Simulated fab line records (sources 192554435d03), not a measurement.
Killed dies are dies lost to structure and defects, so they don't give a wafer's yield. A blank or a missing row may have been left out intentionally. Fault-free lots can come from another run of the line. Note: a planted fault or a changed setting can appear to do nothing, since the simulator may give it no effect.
Matching of chambers | flow n5Finfet | N5_BEOL_M9_CURE_71 on uvCure-01 has 3 sister chambers
The step cures SiCOH lowk, time 240 s. 6 wafers are shown with their chamber, then 9 later ones without.

== WAFERS, EACH WITH ITS CHAMBER ==
wafer  | chamber | wafer_temp_C_max | lampPowerPct (%)
L076.4 | 0       | 386.7            | 52.29
L076.6 | 0       | 387.4            | 52.42
L083.3 | 2       | 385.7            | 52.30
L083.4 | 2       | 385.7            | 52.40
L085.5 | 1       | 387.4            | 52.28
L085.6 | 1       | 387.3            | 52.27

== WAFERS WITH NO CHAMBER GIVEN ==
wafer  | wafer_temp_C_max | lampPowerPct (%)
L086.2 | 387.5            | 52.26
L086.5 | 387.3            | 52.31
L086.6 | 387.2            | 52.28
L091.1 | 386.6            | 52.24
L091.2 | 387.2            | 52.31
L091.4 | 387.7            | 52.25
L096.2 | 386.8            | 52.32
L096.3 | 387.3            | 52.24
L096.6 | 386.5            | 52.36

== WHICH CHAMBER EACH WENT THROUGH ==
wafer  | from the rows above          | in truth
L086.2 | can't be placed: 1 or 0      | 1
L086.5 | can't be placed: 1 or 0      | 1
L086.6 | can't be placed: 1 or 0      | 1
L091.1 | can't be placed: 0 or 1 or 2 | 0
L091.2 | can't be placed: 1 or 0      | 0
L091.4 | can't be placed: 1 or 0      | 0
L096.2 | can't be placed: 0 or 1      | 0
L096.3 | can't be placed: 1 or 0      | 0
L096.6 | can't be placed: 0 or 2 or 1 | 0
0 of 9 placed correctly. From these rows, 9 cannot be placed; in 9 the true chamber is one of the candidates. Wrongly placed: 0.
How it was worked out, from the rows above alone: a wafer's distance from a chamber is the root of the sum, over the readings, of the square of ((its reading less the chamber's mean) divided by the reading's scatter). If the next closest chamber is less than 2 further off than the closest, the wafer can't be placed; otherwise it belongs to the closest. Each chamber's mean is taken over the wafers shown for it. The scatter: take each reading less its chamber's mean, square it, sum over the shown wafers, divide by the number of wafers less the number of chambers, and take the root.
